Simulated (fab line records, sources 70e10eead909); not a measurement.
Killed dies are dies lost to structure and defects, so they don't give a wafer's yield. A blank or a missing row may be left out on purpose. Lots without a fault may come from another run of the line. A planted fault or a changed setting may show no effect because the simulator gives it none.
Chamber matching | flow nand_harc | NHARC_A_STAIRCASE_DESCUM_11 on rie_diel-07: 4 sister chambers
The step chemistry O2, time 3 s. 16 wafers are shown with their chamber, then 8 later ones without.

WAFERS WITH THEIR CHAMBER
wafer  | chamber | showerhead_plenum_p_Torr (Torr) | oes_product_au (a.u.) | throttle_valve_pct (%)
L076.4 | 3       | 1.96                            | 1.005                 | 11.298
L076.5 | 1       | 1.88                            | 0.989                 | 11.328
L076.6 | 0       | 2.00                            | 0.997                 | 11.293
L079.1 | 3       | 1.95                            | 0.997                 | 11.308
L079.3 | 1       | 1.88                            | 1.001                 | 11.301
L079.5 | 1       | 1.88                            | 0.991                 | 11.312
L080.1 | 2       | 1.90                            | 0.986                 | 11.306
L080.4 | 0       | 1.99                            | 0.997                 | 11.290
L080.5 | 0       | 1.99                            | 0.998                 | 11.303
L081.3 | 2       | 1.90                            | 0.996                 | 11.301
L081.5 | 3       | 1.95                            | 1.002                 | 11.330
L081.6 | 2       | 1.90                            | 1.003                 | 11.305
L088.2 | 0       | 1.98                            | 0.988                 | 11.324
L088.5 | 2       | 1.89                            | 0.993                 | 11.303
L088.6 | 3       | 1.94                            | 1.002                 | 11.312
L093.4 | 3       | 1.94                            | 1.002                 | 11.310

SIGNATURES (means of the wafers above)
reading                  | chamber 0 | chamber 1 | chamber 2 | chamber 3 | scatter within a chamber
showerhead_plenum_p_Torr | 1.9900    | 1.8800    | 1.8975    | 1.9480    | 0.0068
oes_product_au           | 0.99500   | 0.99367   | 0.99450   | 1.00160   | 0.00525
throttle_valve_pct       | 11.30250  | 11.31367  | 11.30375  | 11.31160  | 0.0117
Rule: a wafer's distance from a chamber is the root of the sum, over the readings, of the square of ((its reading less the chamber's mean) divided by the reading's scatter). The wafer belongs to the nearest chamber; if the next one is less than 2 further off, it can't be placed. The scatter: the root of (the sum of the squares of (reading less its chamber's mean) over the shown wafers, divided by (wafers less chambers)).

WAFERS WITHOUT THEIR CHAMBER
wafer  | showerhead_plenum_p_Torr (Torr) | oes_product_au (a.u.) | throttle_valve_pct (%)
L093.5 | 1.89                            | 0.997                 | 11.310
L093.6 | 1.87                            | 0.999                 | 11.299
L092.4 | 1.98                            | 0.996                 | 11.310
L092.5 | 1.89                            | 1.009                 | 11.308
L092.6 | 1.87                            | 0.992                 | 11.300
L094.1 | 1.87                            | 1.000                 | 11.316
L094.3 | 1.98                            | 1.005                 | 11.312
L094.4 | 1.89                            | 1.008                 | 11.316

WHICH CHAMBER EACH WENT THROUGH
wafer  | from the rows above     | in truth
L093.5 | can't be placed: 2 or 1 | 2
L093.6 | can't be placed: 1 or 2 | 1
L092.4 | 0                       | 0
L092.5 | can't be placed: 2 or 1 | 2
L092.6 | 1                       | 1
L094.1 | 1                       | 1
L094.3 | 0                       | 0
L094.4 | can't be placed: 2 or 1 | 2
Placed correctly: 4 of 8. Can't be placed from these rows: 4 (the true chamber is among the candidates in 4). Placed wrongly: 0.
